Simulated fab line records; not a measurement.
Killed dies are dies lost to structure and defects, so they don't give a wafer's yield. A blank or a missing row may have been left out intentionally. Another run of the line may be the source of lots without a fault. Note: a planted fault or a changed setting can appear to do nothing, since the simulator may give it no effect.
fab line records -- flow nandHarc
record lots=6, wafers=18, lastDay=24
route steps=1159 shown A_ONON_D1@438 A_CHANNEL_HOLE_D1@450 END@1159
lots that met no fault: from a run of the same line without faults
startH: the number of hours between the record's first day and the start of the first shown wafer of the lot -- waitH: time in hours since the lot's previous step -- " the same as in the row above -- L1.1+2: a row that stands for several wafers -- - no value, or no start was given -- * or withheld: withheld -- < > ~ a bound
route shown NAME@n: a module of which the file shows steps, and the number in the route of the first -- usual: average and standard deviation across the fault-free wafers -- same: alike in all rows -- chamber/n: place in a boat -- sites: per-site readings -- _std_site: standard deviation of those values -- _edge_site: inner sites' mean taken away from outer sites' mean -- radiusMm: how far each site lies from the wafer's centre -- mask NAME#n: copy n -- behind: the last tool/chamber to shape the wafer -- hold: the reason the lot was held/the length of the hold in hours/how it ended -- device: which transistor (n, p or np) failed to switch -- end of line: the tests these same wafers got at the end of their route -- a step with no rows: only its recipe -- killed: the dies lost at the first sort to structure and to defects; this is not the yield of the wafer -- map: a wafer's dies, marking killed ones x, the rest . and places with no die _
set.NAME: the setting the step ran with; set.NAME@STEP: the setting that earlier step ran with -- model.NAME: the simulator's own value behind a step, which no gauge read
a table for each step, a row for each wafer; lots at some steps of the route
services: from which hour (startH, from the record's first day; less than 0 if before it) a tool's chamber was out of use, for how many hours, and why
## steps
# step NHARC_A_ONON_D1_DEP_19
# recipe targetThkA=10000, n2FlowSccm=2750, n2oFlowSccm=2000, nh3FlowSccm=500, sih4FlowSccm=210, tempC=400
# step NHARC_A_ONON_D1_THK_MEAS_21
# recipe thkMeasGauge=ellipsometry
# usual thkNm=999/10
lot.wafer,tool,chamber,startH,waitH,thkNm
L847.1,filmMetro-01,-,184.36,-,990
L847.2,filmMetro-01,-,184.36,-,990
L847.6,filmMetro-01,-,184.36,-,989
L854.3,filmMetro-02,-,221.17,-,1005
L854.5,filmMetro-02,-,221.17,-,1005
L854.6,filmMetro-02,-,221.17,-,1001
L857.2,filmMetro-02,-,244.47,-,1015
L857.4,filmMetro-02,-,244.47,-,1016
L857.6,filmMetro-02,-,244.47,-,1016
L858.2,filmMetro-02,-,244.68,-,983
L858.3,filmMetro-02,-,244.68,-,983
L858.4,filmMetro-02,-,244.68,-,983
L861.2,filmMetro-02,-,268.47,-,1005
L861.4,filmMetro-02,-,268.47,-,1005
L861.5,filmMetro-02,-,268.47,-,1004
L868.1,filmMetro-02,-,296.78,-,1001
L868.2,filmMetro-02,-,296.78,-,1000
L868.5,filmMetro-02,-,296.78,-,1001
# step NHARC_A_ONON_D1_DEP_22
# recipe targetThkA=10000, n2FlowSccm=2750, n2oFlowSccm=2000, nh3FlowSccm=500, sih4FlowSccm=210, tempC=400
# step NHARC_A_ONON_D1_THK_MEAS_24
# recipe thkMeasGauge=ellipsometry
# usual thkNm=999/12
lot.wafer,tool,chamber,startH,waitH,thkNm
L847.1,filmMetro-02,-,184.96,-,1010
L847.2,filmMetro-02,-,184.96,-,1010
L847.6,filmMetro-02,-,184.96,-,1009
L854.3,filmMetro-01,-,221.74,-,1010
L854.5,filmMetro-01,-,221.74,-,1011
L854.6,filmMetro-01,-,221.74,-,1009
L857.2,filmMetro-01,-,245.06,-,1026
L857.4,filmMetro-01,-,245.06,-,1025
L857.6,filmMetro-01,-,245.06,-,1025
L858.2,filmMetro-02,-,245.25,-,999
L858.3,filmMetro-02,-,245.25,-,998
L858.4,filmMetro-02,-,245.25,-,998
L861.2,filmMetro-01,-,269.04,-,991
L861.4,filmMetro-01,-,269.04,-,994
L861.5,filmMetro-01,-,269.04,-,992
L868.1,filmMetro-02,-,297.35,-,1012
L868.2,filmMetro-02,-,297.35,-,1011
L868.5,filmMetro-02,-,297.35,-,1012
# step NHARC_A_ONON_D1_DEP_25
# recipe targetThkA=10000, n2FlowSccm=2750, n2oFlowSccm=2000, nh3FlowSccm=500, sih4FlowSccm=210, tempC=400
# step NHARC_A_ONON_D1_THK_MEAS_27
# recipe thkMeasGauge=ellipsometry
# usual thkNm=996/9.1
lot.wafer,tool,chamber,startH,waitH,thkNm
L847.1,filmMetro-01,-,185.53,-,1010
L847.2,filmMetro-01,-,185.53,-,1010
L847.6,filmMetro-01,-,185.53,-,1010
L854.3,filmMetro-02,-,222.30,-,984
L854.5,filmMetro-02,-,222.30,-,984
L854.6,filmMetro-02,-,222.30,-,983
L857.2,filmMetro-01,-,245.62,-,989
L857.4,filmMetro-01,-,245.62,-,989
L857.6,filmMetro-01,-,245.62,-,990
L858.2,filmMetro-02,-,245.82,-,994
L858.3,filmMetro-02,-,245.82,-,992
L858.4,filmMetro-02,-,245.82,-,993
L861.2,filmMetro-01,-,269.60,-,996
L861.4,filmMetro-01,-,269.60,-,994
L861.5,filmMetro-01,-,269.60,-,994
L868.1,filmMetro-01,-,297.91,-,1002
L868.2,filmMetro-01,-,297.91,-,1002
L868.5,filmMetro-01,-,297.91,-,1002
# step NHARC_A_ONON_D1_DEP_28
# recipe targetThkA=10000, n2FlowSccm=2750, n2oFlowSccm=2000, nh3FlowSccm=500, sih4FlowSccm=210, tempC=400
# step NHARC_A_ONON_D1_THK_MEAS_30
# recipe thkMeasGauge=ellipsometry
# usual thkNm=996/7.5
lot.wafer,tool,chamber,startH,waitH,thkNm
L847.1,filmMetro-02,-,186.12,-,1008
L847.2,filmMetro-02,-,186.12,-,1009
L847.6,filmMetro-02,-,186.12,-,1009
L854.3,filmMetro-01,-,222.87,-,995
L854.5,filmMetro-01,-,222.87,-,998
L854.6,filmMetro-01,-,222.87,-,996
L857.2,filmMetro-01,-,246.19,-,999
L857.4,filmMetro-01,-,246.19,-,999
L857.6,filmMetro-01,-,246.19,-,999
L858.2,filmMetro-02,-,246.39,-,1005
L858.3,filmMetro-02,-,246.39,-,1005
L858.4,filmMetro-02,-,246.39,-,1006
L861.2,filmMetro-01,-,270.17,-,992
L861.4,filmMetro-01,-,270.17,-,991
L861.5,filmMetro-01,-,270.17,-,991
L868.1,filmMetro-02,-,298.47,-,986
L868.2,filmMetro-02,-,298.47,-,986
L868.5,filmMetro-02,-,298.47,-,987
# step NHARC_A_ONON_D1_DEP_33
# recipe targetThkA=2000, tempC=400, pressureTorr=6.5, rfW=900, teosFlowSccm=161.4, flowSccm=2650, targetThkNm=200, gas=O2, material=SiO2
# usual heaterPowerOuterW=300/60, heaterPowerW=547/94, throttleValvePct=15.9/0.71
lot.wafer,tool,chamber,startH,waitH,heaterPowerOuterW,heaterPowerW,throttleValvePct
L847.2,pecvd-01,2,186.19,0.1,338,624,16.0
L847.1,pecvd-01,1,186.19,0.1,358,618,15.2
L847.6,pecvd-01,0,186.19,0.1,183,371,16.1
L854.3,pecvd-01,1,222.92,0.1,326,597,15.7
L854.6,pecvd-01,2,222.92,0.1,319,594,16.0
L854.5,pecvd-01,0,222.92,0.1,229,418,16.5
L857.2,pecvd-02,0,246.34,0.2,291,557,14.8
L857.4,pecvd-02,0,246.34,0.2,301,591,14.7
L857.6,pecvd-02,1,246.34,0.2,225,401,16.7
L858.2,pecvd-02,2,246.62,0.2,379,642,15.8
L858.3,pecvd-02,0,246.62,0.2,398,704,14.7
L858.4,pecvd-02,0,246.62,0.2,406,699,14.8
L861.2,pecvd-02,2,270.32,0.1,318,598,16.1
L861.5,pecvd-02,0,270.32,0.1,388,697,14.6
L861.4,pecvd-02,1,270.32,0.1,279,479,16.5
L868.2,pecvd-01,2,298.58,0.1,247,516,16.4
L868.1,pecvd-01,0,298.58,0.1,256,460,15.9
L868.5,pecvd-01,0,298.58,0.1,262,490,15.8
# step NHARC_A_ONON_D1_THK_MEAS_34
# recipe thkMeasGauge=ellipsometry
# usual thkNm=201.1/2.7
lot.wafer,tool,chamber,startH,waitH,thkNm
L847.1,filmMetro-01,-,186.60,-,199.4
L847.2,filmMetro-01,-,186.60,-,200.0
L847.6,filmMetro-01,-,186.60,-,204.9
L854.3,filmMetro-02,-,223.34,-,199.9
L854.5,filmMetro-02,-,223.34,-,200.3
L854.6,filmMetro-02,-,223.34,-,198.8
L857.2,filmMetro-02,-,246.76,-,202.4
L857.4,filmMetro-02,-,246.76,-,203.7
L857.6,filmMetro-02,-,246.76,-,199.4
L858.2,filmMetro-01,-,247.03,-,198.4
L858.3,filmMetro-01,-,247.03,-,199.8
L858.4,filmMetro-01,-,247.03,-,202.1
L861.2,filmMetro-01,-,270.64,-,198.5
L861.4,filmMetro-01,-,270.64,-,204.5
L861.5,filmMetro-01,-,270.64,-,203.0
L868.1,filmMetro-01,-,298.95,-,198.9
L868.2,filmMetro-01,-,298.95,-,196.7
L868.5,filmMetro-01,-,298.95,-,203.6
# step NHARC_A_ONON_D1_INSPECT_32
# usual rawDefectCount=78/27
lot.wafer,tool,chamber,startH,waitH,rawDefectCount
L847.1,defectInspect-01,-,186.69,0.0,93
L847.2,defectInspect-01,-,186.69,0.0,113
L847.6,defectInspect-01,-,186.69,0.0,120
L854.3,defectInspect-02,-,223.40,0.0,58
L854.5,defectInspect-02,-,223.40,0.0,34
L854.6,defectInspect-02,-,223.40,0.0,56
L857.2,defectInspect-01,-,246.82,0.0,95
L857.4,defectInspect-01,-,246.82,0.0,55
L857.6,defectInspect-01,-,246.82,0.0,37
L858.2,defectInspect-01,-,247.13,0.1,59
L858.3,defectInspect-01,-,247.13,0.1,78
L858.4,defectInspect-01,-,247.13,0.1,76
L861.2,defectInspect-02,-,270.72,0.0,101
L861.4,defectInspect-02,-,270.72,0.0,73
L861.5,defectInspect-02,-,270.72,0.0,60
L868.1,defectInspect-01,-,299.01,0.0,43
L868.2,defectInspect-01,-,299.01,0.0,57
L868.5,defectInspect-01,-,299.01,0.0,54
# step NHARC_A_CHANNEL_HOLE_D1_DEP_00
# recipe targetThkA=31000, tempC=400, material=aC
# usual throttleValvePct=35.000/0.0084
lot.wafer,tool,chamber,startH,waitH,throttleValvePct
L847.1,aclDep-03,0,187.52,0.8,34.998
L847.2,aclDep-03,0,187.52,0.8,34.997
L847.6,aclDep-03,0,189.12,2.4,35.000
L854.3,aclDep-02,0,226.35,2.9,34.997
L854.5,aclDep-02,0,226.35,2.9,34.999
L854.6,aclDep-02,0,226.35,2.9,35.018
L857.2,aclDep-01,0,247.21,0.4,34.998
L857.4,aclDep-01,0,247.21,0.4,35.014
L857.6,aclDep-01,0,247.21,0.4,35.007
L858.2,aclDep-02,0,248.62,1.5,34.997
L858.3,aclDep-02,0,248.62,1.5,34.994
L858.4,aclDep-02,0,248.62,1.5,34.986
L861.2,aclDep-02,0,271.84,1.1,34.999
L861.4,aclDep-02,0,271.84,1.1,35.018
L861.5,aclDep-02,0,271.84,1.1,35.002
L868.1,aclDep-03,0,299.08,0.1,35.001
L868.2,aclDep-03,0,299.08,0.1,35.015
L868.5,aclDep-03,0,299.08,0.1,34.989
# step NHARC_A_CHANNEL_HOLE_D1_DEP_01
# recipe targetThkA=1400, targetThkNm=140, tempC=400, pressureTorr=3.5, flowSccm=200, rfW=350, material=SiON
# usual heaterPowerOuterW=455/59, heaterPowerW=758/90
lot.wafer,tool,chamber,startH,waitH,heaterPowerOuterW,heaterPowerW
L847.2,pecvd-02,2,189.46,1.3,530,868
L847.1,pecvd-02,1,189.46,1.3,419,656
L847.6,pecvd-02,1,189.46,1.3,417,658
L854.3,pecvd-02,0,227.95,1.3,557,897
L854.5,pecvd-02,1,227.95,1.3,397,658
L854.6,pecvd-02,2,227.95,1.3,473,773
L857.2,pecvd-04,0,248.85,1.3,350,657
L857.6,pecvd-04,0,248.85,1.3,356,661
L857.4,pecvd-04,1,248.85,1.3,448,718
L858.2,pecvd-01,2,250.50,1.6,481,824
L858.3,pecvd-01,1,250.50,1.6,451,770
L858.4,pecvd-01,1,250.50,1.6,460,759
L861.2,pecvd-04,1,273.49,1.3,431,730
L861.4,pecvd-04,1,273.49,1.3,435,732
L861.5,pecvd-04,2,273.49,1.3,449,752
L868.2,pecvd-02,0,301.02,1.3,470,757
L868.1,pecvd-02,1,301.02,1.3,414,651
L868.5,pecvd-02,2,301.02,1.3,523,863
# step NHARC_A_CHANNEL_HOLE_D1_DEHYDRATE_02
# recipe tempC=150, timeS=120
# step NHARC_A_CHANNEL_HOLE_D1_HMDS_03
# recipe timeS=30
# step NHARC_A_CHANNEL_HOLE_D1_COAT_36
# recipe tempC=260, timeS=75
# step NHARC_A_CHANNEL_HOLE_D1_COAT_37
# recipe tempC=225, timeS=65
# step NHARC_A_CHANNEL_HOLE_D1_COAT_04
# recipe spinRpm=1500, resistThkNm=90
# step NHARC_A_CHANNEL_HOLE_D1_SOFTBAKE_05
# recipe tempC=105, timeS=55
# step NHARC_A_CHANNEL_HOLE_D1_EBR_06
# step NHARC_A_CHANNEL_HOLE_D1_EXPOSE_07
# recipe na=1.35, targetCdNm=100, sigmaOuter=0.3, doseMj=59.65, maskId=HOLE_D1
# step NHARC_A_CHANNEL_HOLE_D1_PEB_08
# recipe pebTempC=100, pebTimeS=65
# step NHARC_A_CHANNEL_HOLE_D1_DEVELOP_09
# recipe developTimeS=35, devTempC=23
# step NHARC_A_CHANNEL_HOLE_D1_CD_MEAS_10
# recipe targetCdNm=100, landingEnergyEv=500
# usual cdNm=99.9/0.69
lot.wafer,tool,chamber,startH,waitH,cdNm
L847.1,cdSem-01,0,190.18,-,100.4
L847.2,cdSem-01,0,190.18,-,98.9
L847.6,cdSem-01,0,190.18,-,99.0
L854.3,cdSem-01,0,228.62,-,99.6
L854.5,cdSem-01,0,228.62,-,99.9
L854.6,cdSem-01,0,228.62,-,99.4
L857.2,cdSem-03,0,249.55,-,99.2
L857.4,cdSem-03,0,249.55,-,99.5
L857.6,cdSem-03,0,249.55,-,98.6
L858.2,cdSem-02,0,251.22,-,99.0
L858.3,cdSem-02,0,251.22,-,100.1
L858.4,cdSem-02,0,251.22,-,98.8
L861.2,cdSem-02,0,274.13,-,100.5
L861.4,cdSem-02,0,274.13,-,99.5
L861.5,cdSem-02,0,274.13,-,100.4
L868.1,cdSem-01,0,301.71,-,100.7
L868.2,cdSem-01,0,301.71,-,100.9
L868.5,cdSem-01,0,301.71,-,101.0
# step NHARC_A_CHANNEL_HOLE_D1_OVL_MEAS_11
# usual overlayXNm=-0.2/0.83, overlayYNm=0.0/0.74
lot.wafer,tool,chamber,startH,waitH,overlayXNm,overlayYNm
L847.1,overlay-01,-,190.27,-,0.7,0.7
L847.2,overlay-01,-,190.27,-,0.1,0.7
L847.6,overlay-01,-,190.27,-,0.2,0.6
L854.3,overlay-02,-,228.70,-,-0.8,0.6
L854.5,overlay-02,-,228.70,-,-0.6,0.2
L854.6,overlay-02,-,228.70,-,-1.0,-0.1
L857.2,overlay-02,-,249.63,-,1.4,0.4
L857.4,overlay-02,-,249.63,-,0.8,0.3
L857.6,overlay-02,-,249.63,-,1.5,0.7
L858.2,overlay-02,-,251.31,-,0.2,-0.2
L858.3,overlay-02,-,251.31,-,-0.3,-0.8
L858.4,overlay-02,-,251.31,-,0.1,-1.0
L861.2,overlay-01,-,274.22,-,-1.3,-0.6
L861.4,overlay-01,-,274.22,-,-1.2,-0.2
L861.5,overlay-01,-,274.22,-,-1.3,-0.1
L868.1,overlay-02,-,301.80,-,-0.3,0.4
L868.2,overlay-02,-,301.80,-,-0.3,0.6
L868.5,overlay-02,-,301.80,-,0.0,0.5
# step NHARC_A_CHANNEL_HOLE_D1_INSPECT_12
# usual rawDefectCount=6.0/2.8
lot.wafer,tool,chamber,startH,waitH,rawDefectCount
L847.1,defectInspect-01,-,190.30,0.0,9
L847.2,defectInspect-01,-,190.30,0.0,12
L847.6,defectInspect-01,-,190.30,0.0,7
L854.3,defectInspect-02,-,228.74,0.0,2
L854.5,defectInspect-02,-,228.74,0.0,3
L854.6,defectInspect-02,-,228.74,0.0,7
L857.2,defectInspect-02,-,249.67,0.0,9
L857.4,defectInspect-02,-,249.67,0.0,4
L857.6,defectInspect-02,-,249.67,0.0,6
L858.2,defectInspect-02,-,251.34,0.0,1476
L858.3,defectInspect-02,-,251.34,0.0,1428
L858.4,defectInspect-02,-,251.34,0.0,1534
L861.2,defectInspect-01,-,274.25,0.0,1471
L861.4,defectInspect-01,-,274.25,0.0,1491
L861.5,defectInspect-01,-,274.25,0.0,1464
L868.1,defectInspect-02,-,301.84,0.0,6
L868.2,defectInspect-02,-,301.84,0.0,9
L868.5,defectInspect-02,-,301.84,0.0,3
# step NHARC_A_CHANNEL_HOLE_D1_DESCUM_15
# recipe timeS=3, o2FlowSccm=200, arFlowSccm=0, biasPowerW=0, chemistry=O2
# usual drypumpMotorCurrentA=5.7/0.4, oesProductAu=1.000/0.012, rfVppV=57.8/0.87, showerheadPlenumPTorr=1.93/0.073, throttleValvePct=11.311/0.0085
# same timeS=3
lot.wafer,tool,chamber,startH,waitH,drypumpMotorCurrentA,oesProductAu,rfHoursCounterH,rfVppV,showerheadPlenumPTorr,throttleValvePct
L847.1,rieDiel-03,1,190.38,0.1,5.2,1.009,9,58.1,1.91,11.318
L847.2,rieDiel-03,2,190.38,0.1,5.8,0.977,8,58.9,1.88,11.324
L847.6,rieDiel-03,0,190.38,0.1,6.4,0.989,-,59.0,1.98,11.309
L854.3,rieDiel-03,3,228.80,0.1,5.7,0.989,0,56.8,1.81,11.308
L854.6,rieDiel-03,2,228.80,0.1,5.8,0.993,-,58.2,1.88,11.300
L854.5,rieDiel-03,3,228.80,0.1,5.7,0.997,-,57.5,1.81,11.321
L857.2,rieDiel-12,0,249.73,0.1,5.7,1.007,3,58.5,2.05,11.301
L857.4,rieDiel-12,2,249.73,0.1,5.1,0.983,4,57.1,1.93,11.315
L857.6,rieDiel-12,0,249.73,0.1,5.8,1.010,-,58.1,2.05,11.310
L858.3,rieDiel-12,2,251.40,0.1,5.1,0.996,4,57.0,1.93,11.308
L858.4,rieDiel-12,0,251.40,0.1,5.7,1.008,3,57.1,2.05,11.303
L858.2,rieDiel-12,1,251.40,0.1,6.3,1.005,3,57.0,2.03,11.313
L861.2,rieDiel-03,1,274.31,0.1,5.2,0.982,2,57.7,1.91,11.316
L861.4,rieDiel-03,3,274.31,0.1,5.6,0.974,3,57.3,1.81,11.303
L861.5,rieDiel-03,2,274.31,0.1,5.8,0.995,-,57.2,1.88,11.308
L868.2,rieDiel-03,0,301.91,0.1,6.4,1.008,5,59.7,1.98,11.298
L868.1,rieDiel-03,1,301.91,0.1,5.3,0.995,4,57.4,1.91,11.305
L868.5,rieDiel-03,3,301.91,0.1,5.6,0.985,-,57.4,1.81,11.304
# step NHARC_END_SORT_01
# recipe tempC=25
# usual killedAtArray=28/11, killedAtOther=0.8/1.1, killedAtPeriphery=3.3/2.8, killedDies=32/11, killedOpen=3.3/1.9, killedShort=1.9/1.4
# same grossDies=677
lot.wafer,tool,chamber,startH,waitH,killedAtArray,killedAtOther,killedAtPeriphery,killedDies,killedOpen,killedShort
L854.3,prober-01,0,504.06,3.1,38,0,1,39,3,2
L854.5,prober-01,0,505.65,3.7,41,0,0,41,2,0
L854.6,prober-01,0,506.45,4.0,34,1,2,37,2,2
L858.2,prober-01,0,518.87,2.9,133,0,5,138,2,0
L858.3,prober-01,0,519.68,3.2,136,0,10,146,4,2
L858.4,prober-01,0,520.48,3.4,148,1,5,154,5,0
L861.2,prober-01,0,553.91,2.8,128,1,1,130,1,1
L861.4,prober-01,0,555.54,3.4,120,0,1,121,3,3
L861.5,prober-01,0,556.35,3.8,127,0,0,127,2,3
# killed by level:class
L854.3 A_CHANNEL_HOLE_D1:chamberFilmFlake=12 A_SLIT:chamberFilmFlake=11 A_CONTACT:chamberFilmFlake=4 A_STAIRCASE:chamberFilmFlake=3 A_BLC:chamberFilmFlake=3 P_M0:geometricParticle:open=1 A_SOURCE_PLATE:geometricParticle:short=1 A_ONON_D1:geometricParticle:short=1
L854.5 A_CHANNEL_HOLE_D1:chamberFilmFlake=19 A_SLIT:chamberFilmFlake=10 A_STAIRCASE:chamberFilmFlake=4 A_BLC:chamberFilmFlake=3 A_ZERO_WELL:chamberFilmFlake=2 A_CONTACT:geometricParticle:open=1 A_M0:geometricParticle:open=1 A_CONTACT:chamberFilmFlake=1
L854.6 A_CHANNEL_HOLE_D1:chamberFilmFlake=13 A_SLIT:chamberFilmFlake=8 A_STAIRCASE:chamberFilmFlake=3 A_CONTACT:chamberFilmFlake=3 A_CONTACT:geometricParticle:open=2 A_ZERO_WELL:chamberFilmFlake=2 P_GATE:chamberFilmFlake=2 A_ONON_D1:geometricParticle:short=1
L858.2 A_CHANNEL_HOLE_D1:unspecified=108 A_SLIT:chamberFilmFlake=12 A_STAIRCASE:chamberFilmFlake=6 A_CHANNEL_HOLE_D1:chamberFilmFlake=3 A_M0:geometricParticle:open=2 P_STI:chamberFilmFlake=2 P_M1:chamberFilmFlake=2 P_ZERO_WELL:chamberFilmFlake=1
L858.3 A_CHANNEL_HOLE_D1:unspecified=108 A_SLIT:chamberFilmFlake=14 P_M1:chamberFilmFlake=7 A_CHANNEL_HOLE_D1:chamberFilmFlake=4 A_STAIRCASE:chamberFilmFlake=2 P_GATE:geometricParticle:open=1 A_ONON_D1:geometricParticle:open=1 A_ONON_D1:geometricParticle:short=1
L858.4 A_CHANNEL_HOLE_D1:unspecified=115 A_CHANNEL_HOLE_D1:chamberFilmFlake=19 A_SLIT:chamberFilmFlake=10 P_GATE:geometricParticle:open=1 P_M2:geometricParticle:open=1 A_WL_FILL:geometricParticle:open=1 A_BLC:geometricParticle:open=1 STARTING-WAFER:geometricParticle:open=1
L861.2 A_CHANNEL_HOLE_D1:unspecified=111 A_CONTACT:chamberFilmFlake=8 A_CHANNEL_HOLE_D1:chamberFilmFlake=5 A_WL_FILL:chamberFilmFlake=2 P_M0:geometricParticle:open=1 A_WL_FILL:geometricParticle:short=1 A_STAIRCASE:chamberFilmFlake=1 THIN_TSV:chamberFilmFlake=1
L861.4 A_CHANNEL_HOLE_D1:unspecified=109 A_CONTACT:chamberFilmFlake=4 A_CHANNEL_HOLE_D1:chamberFilmFlake=2 P_CONTACT:geometricParticle:short=1 A_ONON_D1:geometricParticle:short=1 A_CHANNEL_FILL_D1:geometricParticle:short=1 A_CHANNEL_FILL_D1:geometricParticle:open=1 A_SGD_CUT:geometricParticle:open=1
L861.5 A_CHANNEL_HOLE_D1:unspecified=108 A_CHANNEL_HOLE_D1:chamberFilmFlake=6 A_CONTACT:chamberFilmFlake=5 A_ONON_D1:geometricParticle:open=1 A_CHANNEL_FILL_D1:geometricParticle:short=1 A_SGD_CUT:geometricParticle:short=1 A_M0:geometricParticle:open=1 A_M1:geometricParticle:short=1
# map L858.4 (x killed, . not)
____________.____________
_________......._________
_______..........._______
______.............______
_____.x............._____
____x.......x........____
____xx.x.............____
___..xxx....xx........___
___xx...xx.xxx.x.x....___
__...x....xxxxx........__
__.......xxxxxxx.......__
_.....xx.xxxxxxx........_
_......xxxxxxxxxx......._
_.......xxxxxxxxxx......_
_.......xxxxxxxxx.x....._
_......xxxxxxxxxx..x...._
.......xxxxxxxxxx........
........xxxxxxxxx........
........xxxxxxxxx........
.........xxxxxxx.........
........x.xxxxxx.........
_.........xx.xx........._
_............x.........._
_...................x..._
_......x................_
_.....x................._
__.................x...__
__.x..xx.xx............__
___..x..xx............___
___...xxx.............___
____..x...x...x......____
____.xx.x............____
_____...x..........._____
______.............______
_______....xx....._______
_________......._________
____________.____________
# map L861.2 (x killed, . not)
____________.____________
_________......._________
_______..........._______
______.............______
_____..............._____
____.................____
____.......x.........____
___.......x..xx.......___
___.......x.xx........___
__.......xx.xxxx.......__
__.......xxxxxxxx......__
_......xxxxxxxx...x....._
_......x.xxxxxxxx......._
_..x...xxxxxxxxxx......x_
_..x....xxxxxxxxx.x....._
_.......xxxxxxxxx....x.._
........xxxxxxxxxx.......
.......xxxxxxxxx.........
........xxxxxxx..........
........x.xxxxxx.........
........xxxxxx.xx........
_..........x.xx........._
_...........x..........._
_......................._
_.x.......x............._
_......................._
__x....................__
__..x..................__
___.x.................___
___...xx..............___
____..x..............____
____...........x.....____
_____..x.x...x......_____
______x............______
_______..........._______
_________......._________
____________.____________
## services
tool,chamber,startH,hours,kind
rieDiel-12,1,165.50,4.3,repair
pecvd-02,0,166.33,-,clean
pecvd-02,1,166.33,-,clean
pecvd-02,2,166.33,-,clean
aclDep-02,-,168.56,13.0,pm
rieDiel-03,0,169.97,-,clean
rieDiel-03,1,169.97,-,clean
rieDiel-03,2,169.97,-,clean
rieDiel-03,3,169.97,-,clean
pecvd-02,-,178.66,1.9,repair
rieDiel-03,0,194.47,-,clean
rieDiel-03,1,194.47,-,clean
rieDiel-03,2,194.47,-,clean
rieDiel-03,3,194.47,-,clean
pecvd-04,-,195.41,13.0,pm
pecvd-02,1,197.67,1.8,repair
rieDiel-12,-,202.40,9.0,pm
rieDiel-03,-,215.30,9.0,pm
aclDep-03,-,223.94,13.0,pm
pecvd-01,-,237.50,13.0,pm
aclDep-01,-,250.04,3.7,repair
pecvd-04,0,270.08,21.1,repair
rieDiel-12,3,282.34,5.2,repair
aclDep-01,-,293.70,13.0,pm
## key
firstSign step=NHARC_A_CHANNEL_HOLE_D1_INSPECT_12, reading=rawDefectCount, direction=up, sigmas=99+, usual=6.0, struck=1477.3
effect step=NHARC_END_SORT_01, reading=killedAtArray, direction=up, sigmas=9.5, usual=28, struck=132
moreKillsBornAt NHARC_A_CHANNEL_HOLE_D1_DEP_00@aclDep-02=659
metAt NHARC_A_CHANNEL_HOLE_D1_DEP_00
struckWafers L858.2,L858.3,L858.4,L861.2,L861.4,L861.5
testerLeftOut L858,L861
onsetBetween 226.35 248.62
alsoFits NHARC_A_ONON_D1_DEP_33:pecvd-02
fault kind=chamberParticleSource, tool=aclDep-02, chamber=-, onsetH=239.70, steps=NHARC_A_CHANNEL_HOLE_D1_DEP_00, ratePerVisitCm2=2.2469, endH=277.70
# testerLeftOut: of these lots the tester's yield and bins aren't shown, on N5 and GAA mostly nor the transistor test; their killed dies are dies lost to structure and defects alone, not to doping, threshold or leakage, so they don't give the yield
